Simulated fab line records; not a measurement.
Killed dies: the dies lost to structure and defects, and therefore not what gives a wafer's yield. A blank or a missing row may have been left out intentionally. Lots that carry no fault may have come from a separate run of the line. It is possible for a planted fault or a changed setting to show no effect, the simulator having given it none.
Which of the tools did it? | flow n5 finfet | 9 lots, 27 wafers sampled, at 5 steps of a route of 1938

== WHAT EACH GAUGE READ, for each wafer ==
N5_BEOL_M4_RC_MEAS_101. Usual: DIBL_N 36.2 mV/V, standard deviation 1.7; DIBL_P 36.6 mV/V, standard deviation 1.9; IOFF_N 0.16 nA/um, standard deviation 0.032; IOFF_P 0.21 nA/um, standard deviation 0.037; ION_N 675 uA/um, standard deviation 12; ION_P 460 uA/um, standard deviation 8.1; SS_N 71.4 mV/dec, standard deviation 0.58; SS_P 73.4 mV/dec, standard deviation 0.64; VT_N 249 mV, standard deviation 3.2; VT_P -252 mV, standard deviation 3.4.
lot  | measured     | on        | DIBL_N (mV/V)  | DIBL_P (mV/V)  | IOFF_N (nA/um) | IOFF_P (nA/um) | ION_N (uA/um) | ION_P (uA/um) | SS_N (mV/dec)  | SS_P (mV/dec)  | VT_N (mV)   | VT_P (mV)      | flag
L250 | day 8 15:17  | prober-02 | 38.1 34.9 36.7 | 38.5 35.8 37.3 | 0.19 0.14 0.17 | 0.23 0.19 0.21 | 682 657 676   | 462 450 462   | 72.5 71.9 71.4 | 73.5 72.8 73.5 | 248 253 250 | -250 -253 -253 |
L252 | day 9 02:31  | prober-02 | 37.4 34.8 35.5 | 38.4 34.5 35.5 | 0.18 0.13 0.15 | 0.23 0.16 0.18 | 679 674 671   | 467 461 458   | 71.6 70.8 70.8 | 74.6 73.0 73.6 | 249 251 251 | -246 -251 -253 |
L253 | day 9 08:15  | prober-02 | 35.1 34.4 36.1 | 35.8 34.5 37.2 | 0.15 0.14 0.18 | 0.20 0.19 0.23 | 688 674 681   | 470 460 468   | 71.5 71.0 71.5 | 73.1 72.3 73.6 | 249 246 246 | -250 -252 -248 |
L254 | day 9 11:34  | prober-02 | 36.8 35.1 36.4 | 38.0 37.1 37.7 | 0.17 0.14 0.16 | 0.21 0.18 0.20 | 669 669 672   | 454 451 450   | 72.3 71.1 71.1 | 73.7 72.7 73.2 | 248 251 246 | -254 -251 -253 |
L255 | day 9 11:06  | prober-01 | 39.4 39.1 38.0 | 39.6 39.7 38.2 | 0.27 0.25 0.23 | 0.30 0.30 0.27 | 700 697 697   | 471 473 471   | 72.8 71.7 71.8 | 74.4 74.9 73.8 | 242 241 242 | -245 -244 -250 |
L263 | day 12 01:31 | prober-01 | 35.6 37.8 35.9 | 36.4 38.3 36.5 | 0.15 0.20 0.15 | 0.20 0.23 0.21 | 665 670 678   | 455 455 462   | 71.0 72.0 71.7 | 73.4 73.8 73.6 | 251 246 251 | -249 -251 -252 |
L264 | day 12 00:05 | prober-02 | 37.1 35.6 34.8 | 37.9 35.9 34.4 | 0.17 0.15 0.13 | 0.21 0.17 0.16 | 678 657 667   | 463 450 454   | 71.4 71.7 71.3 | 73.3 73.1 72.4 | 248 248 251 | -251 -254 -255 |
L266 | day 12 18:07 | prober-02 | 36.1 34.3 35.9 | 38.3 35.7 37.9 | 0.17 0.14 0.17 | 0.23 0.19 0.22 | 681 670 683   | 468 466 465   | 71.4 70.0 70.7 | 73.1 73.2 73.0 | 244 251 248 | -250 -252 -250 |
L269 | day 13 07:38 | prober-01 | 38.3 37.1 36.5 | 39.7 37.1 36.0 | 0.20 0.18 0.17 | 0.26 0.22 0.21 | 692 682 682   | 470 466 466   | 71.9 71.8 71.2 | 74.3 74.0 73.5 | 247 248 248 | -247 -251 -250 |

== EACH LOT AND THE TOOL THAT RAN IT (in order: tool; ch and the chambers of the sampled wafers; start) ==
lot  | N5_GATE_CUT_ETCHBACK_00           | N5_GATE_CUT_ETCHBACK_30           | N5_GATE_CUT_STRIP_59               | N5_GATE_CUT_CMP_02
L250 | rie metal-03 ch 0, day 5 00:50    | rie metal-03 ch 0, day 5 01:02    | rie diel-01 ch 1,2,3, day 5 01:13  | cmp-01 ch 0,2,3, day 5 05:34
L252 | rie metal-02 ch 0, day 5 13:31    | rie metal-02 ch 0, day 5 13:52    | rie diel-01 ch 0,2,3, day 5 14:10  | cmp-04 ch 0,1,2, day 5 17:12
L253 | rie metal-02 ch 0,1, day 5 20:02  | rie metal-02 ch 0,1, day 5 20:15  | rie diel-03 ch 1,3, day 5 20:26    | cmp-04 ch 0,1, day 5 23:11
L254 | rie metal-03 ch 0,1, day 6 01:03  | rie metal-03 ch 0,1, day 6 01:16  | rie diel-01 ch 1,2,3, day 6 01:28  | cmp-04 ch 1,2,3, day 6 03:59
L255 | rie metal-03 ch 0,1, day 6 08:28  | rie metal-03 ch 0,1, day 6 08:41  | rie diel-01 ch 2,3, day 6 08:52    | cmp-01 ch 0,1,3, day 6 11:25
L263 | rie metal-01 ch 0,1, day 8 11:32  | rie metal-01 ch 0,1, day 8 11:44  | rie diel-01 ch 0,2,3, day 8 11:55  | cmp-04 ch 0,1,3, day 8 15:34
L264 | rie metal-03 ch 0,1, day 8 14:08  | rie metal-03 ch 0,1, day 8 14:19  | rie diel-03 ch 1,2, day 8 14:37    | cmp-02 ch 0,2,3, day 8 17:59
L266 | rie metal-01 ch 0,1, day 9 09:56  | rie metal-01 ch 0,1, day 9 10:07  | rie diel-02 ch 0,1,3, day 9 10:22  | cmp-04 ch 1,2,3, day 9 12:53
L269 | rie metal-03 ch 0,1, day 10 00:20 | rie metal-03 ch 0,1, day 10 00:31 | rie diel-03 ch 0,1,2, day 10 00:41 | cmp-01 ch 2,3, day 10 03:11
- N5_GATE_CUT_ETCHBACK_00: etches W in SF6/Cl2.
- N5_GATE_CUT_ETCHBACK_30: etches TiN in Cl2/Ar, target depth 3 nm.
- N5_GATE_CUT_STRIP_59: strips in N2/H2, time 20 s.
- N5_GATE_CUT_CMP_02: polishes, stops on SiO2, t overpolish 12.7 s, target thk 0 nm.

== WHAT THE TOOLS THEMSELVES READ (means of the sampled wafers that have a number; where no wafer has one, the mark that the record gives instead) ==
N5_GATE_CUT_ETCHBACK_00. Usual: chamber pressure mTorr 8.000 mTorr, standard deviation 0.0088; drypump motor current A 5.48 A, standard deviation 0.27; oes product au 0.73 a.u., standard deviation 0.11; throttle valve pct 27.65 %, standard deviation 0.16.
lot  | tool         | chamber pressure mTorr (mTorr) | drypump motor current A (A) | oes product au (a.u.) | throttle valve pct (%) | flag
L250 | rie metal-03 | 8.008                          | 5.58                        | 0.69                  | 27.80                  |
L252 | rie metal-02 | 8.007                          | 5.03                        | 0.82                  | 27.55                  |
L253 | rie metal-02 | 8.005                          | 5.37                        | 0.76                  | 27.60                  |
L254 | rie metal-03 | 7.999                          | 5.57                        | 0.70                  | 27.78                  |
L255 | rie metal-03 | 8.002                          | 5.56                        | 0.70                  | 27.74                  |
L263 | rie metal-01 | 8.005                          | 5.33                        | 0.94                  | 27.32                  |
L264 | rie metal-03 | 8.002                          | 5.59                        | 0.68                  | 27.78                  |
L266 | rie metal-01 | 8.001                          | 5.39                        | 0.94                  | 27.25                  |
L269 | rie metal-03 | 8.002                          | 5.60                        | 0.68                  | 27.77                  |

N5_GATE_CUT_ETCHBACK_30. Usual: chamber pressure mTorr 10.000 mTorr, standard deviation 0.009; drypump motor current A 5.48 A, standard deviation 0.26; oes product au 0.73 a.u., standard deviation 0.11; throttle valve pct 21.08 %, standard deviation 0.18.
lot  | tool         | chamber pressure mTorr (mTorr) | drypump motor current A (A) | oes product au (a.u.) | throttle valve pct (%) | flag
L250 | rie metal-03 | 10.000                         | 5.56                        | 0.69                  | 21.29                  |
L252 | rie metal-02 | 10.006                         | 5.06                        | 0.82                  | 20.91                  |
L253 | rie metal-02 | 10.000                         | 5.36                        | 0.77                  | 20.97                  |
L254 | rie metal-03 | 9.996                          | 5.58                        | 0.70                  | 21.23                  |
L255 | rie metal-03 | 10.006                         | 5.59                        | 0.71                  | 21.16                  |
L263 | rie metal-01 | 10.000                         | 5.30                        | 0.93                  | 20.75                  |
L264 | rie metal-03 | 9.999                          | 5.57                        | 0.69                  | 21.24                  |
L266 | rie metal-01 | 9.998                          | 5.40                        | 0.94                  | 20.73                  |
L269 | rie metal-03 | 10.007                         | 5.57                        | 0.69                  | 21.19                  |

N5_GATE_CUT_STRIP_59. Usual: bias power w 3.001 W, standard deviation 0.0084; chamber pressure mTorr 99.99 mTorr, standard deviation 0.15; drypump motor current A 5.9 A, standard deviation 0.52; oes product au 0.77 a.u., standard deviation 0.079; rf vpp V 45.5 V, standard deviation 0.94; showerhead plenum p Torr 3.43 Torr, standard deviation 0.083; temp c 39.99 C, standard deviation 0.1; throttle valve pct 12.20 %, standard deviation 0.22.
lot  | tool        | bias power w (W) | chamber pressure mTorr (mTorr) | drypump motor current A (A) | oes product au (a.u.) | rf vpp V (V) | showerhead plenum p Torr (Torr) | temp c (C) | throttle valve pct (%) | flag
L250 | rie diel-01 | 3.009            | 99.99                          | 6.0                         | 0.81                  | 44.8         | 3.48                            | 40.00      | 12.04                  |
L252 | rie diel-01 | 2.996            | 99.93                          | 5.9                         | 0.82                  | 46.1         | 3.44                            | 40.04      | 12.08                  |
L253 | rie diel-03 | -                | -                              | -                           | -                     | -            | -                               | -          | -                      | OFF
L254 | rie diel-01 | -                | -                              | -                           | -                     | -            | -                               | -          | -                      | OFF
L255 | rie diel-01 | -                | -                              | -                           | -                     | -            | -                               | -          | -                      | OFF
L263 | rie diel-01 | 2.999            | 99.91                          | 5.9                         | 0.79                  | 46.0         | 3.43                            | 39.93      | 12.14                  |
L264 | rie diel-03 | 3.001            | 99.95                          | 5.3                         | 0.86                  | 45.1         | 3.38                            | 40.03      | 11.99                  |
L266 | rie diel-02 | 2.994            | 100.06                         | 5.5                         | 0.80                  | 45.2         | 3.47                            | 39.95      | 12.04                  |
L269 | rie diel-03 | 2.996            | 100.00                         | 5.9                         | 0.79                  | 46.8         | 3.40                            | 40.03      | 12.18                  |

N5_GATE_CUT_CMP_02. Usual: motor current A 9.4 A, standard deviation 1.2; overpolish run s 12.698 s, standard deviation 0.01; time to endpoint s 24.6 s, standard deviation 2.
lot  | tool   | motor current A (A) | overpolish run s (s) | time to endpoint s (s) | flag
L250 | cmp-01 | 8.7                 | 12.696               | 24.1                   |
L252 | cmp-04 | 10.2                | 12.689               | 25.0                   |
L253 | cmp-04 | 9.5                 | 12.710               | 23.6                   |
L254 | cmp-04 | 10.6                | 12.686               | 25.2                   |
L255 | cmp-01 | 8.4                 | 12.695               | 22.9                   |
L263 | cmp-04 | 9.7                 | 12.694               | 24.2                   |
L264 | cmp-02 | 9.9                 | 12.699               | 22.5                   |
L266 | cmp-04 | 10.5                | 12.697               | 25.9                   |
L269 | cmp-01 | 8.9                 | 12.703               | 24.3                   |

== THE ANSWER, worked out from the rows above alone ==
Rule: take the mean of a lot's wafers that have a number; if it is more than 3 standard deviations from the usual mean, the lot is off. Also off: a lot with no number at a reading for which 4 or more lots have one. Any other lot the step has rows for is counted as sound. First the gauges in route order, then the tools' own readings, where a lot's mean is used as printed above. The first step at which some lot is off is used, and at that step the reading that is off furthest; a lot without a number counts as furthest.
Off: L253, L254, L255 (N5_GATE_CUT_STRIP_59, bias power w). Without a number there: L253, L254, L255.
If a tool, at that step or one of the process steps before it, ran each lot that is off and ran no sound lot following the first of them, it fits. No candidate that was tried fits.

== WHAT THE SIMULATOR HAD INSERTED ==
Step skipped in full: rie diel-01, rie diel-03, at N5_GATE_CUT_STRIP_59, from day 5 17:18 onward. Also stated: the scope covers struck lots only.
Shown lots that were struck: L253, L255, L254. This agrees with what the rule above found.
